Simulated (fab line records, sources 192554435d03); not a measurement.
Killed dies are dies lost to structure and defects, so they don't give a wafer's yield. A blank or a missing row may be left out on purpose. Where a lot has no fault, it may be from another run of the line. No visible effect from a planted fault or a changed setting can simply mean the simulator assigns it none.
Which tool did it? / flow n5_finfet / route of 1938 steps, sampled at 1 step: 11 lots, 32 wafers

WHAT THE GAUGES SHOWED, per wafer
N5_BEOL_M15_CD_MEAS_17 targets a cd of 360 nm.
lot=L155; measured=day 12 02:34; on=cd_sem-03; cd_nm (nm)=362.1 363.7 363.2
lot=L157; measured=day 12 13:45; on=cd_sem-02; cd_nm (nm)=360.7 360.4 360.1
lot=L160; measured=day 13 01:49; on=cd_sem-01; cd_nm (nm)=361.2 364.1 363.3
lot=L158; measured=day 13 16:59; on=cd_sem-02; cd_nm (nm)=362.3 363.1 361.4
lot=L159; measured=day 13 17:08; on=cd_sem-03; cd_nm (nm)=364.5 362.8 362.5
lot=L161; measured=day 14 04:53; on=cd_sem-02; cd_nm (nm)=361.4 362.9 363.4
lot=L162; measured=day 14 21:59; on=cd_sem-01; cd_nm (nm)=360.7 360.2 361.2
lot=L168; measured=day 16 10:32; on=cd_sem-01; cd_nm (nm)=362.1 362.1
lot=L174; measured=day 17 13:10; on=cd_sem-02; cd_nm (nm)=360.6 360.3 359.7
lot=L176; measured=day 17 18:50; on=cd_sem-03; cd_nm (nm)=363.0 360.2 362.2
lot=L177; measured=day 18 13:38; on=cd_sem-01; cd_nm (nm)=361.9 362.7 360.8

EACH LOT AND THE TOOL THAT RAN IT (in order: tool; ch and the chambers of the sampled wafers; start)
The record shows no process step preceding these readings.

WHAT THE TOOLS THEMSELVES READ (means of the sampled wafers that have a number; where no wafer has one, the mark that the record gives instead)
The record holds no such reading with a usual standard deviation.

THE ANSWER, worked out from the rows above alone
Rule: what is usual is taken from the lots themselves. Put in order of their means at a reading, lots are off if they are a third of the lots or fewer, leave a main group of 4 or more, and stand apart from it by a gap of 3 or more times the standard deviation of the main group's means; of several such gaps the widest counts. A main group whose means are all the same, to the digits that the tables above print for the reading, isn't used. Also off: a lot with no number at a reading for which 4 or more lots have one. The other lots that the step has rows for count as sound. First the gauges in route order, then the tools' own readings, where a lot's mean is used as printed above. The first step at which some lot is off is used, and at that step the reading that is off furthest; a lot without a number counts as furthest.
Across all readings shown, no lot is off: no conclusion can be drawn from this.

WHAT THE SIMULATOR PUT IN
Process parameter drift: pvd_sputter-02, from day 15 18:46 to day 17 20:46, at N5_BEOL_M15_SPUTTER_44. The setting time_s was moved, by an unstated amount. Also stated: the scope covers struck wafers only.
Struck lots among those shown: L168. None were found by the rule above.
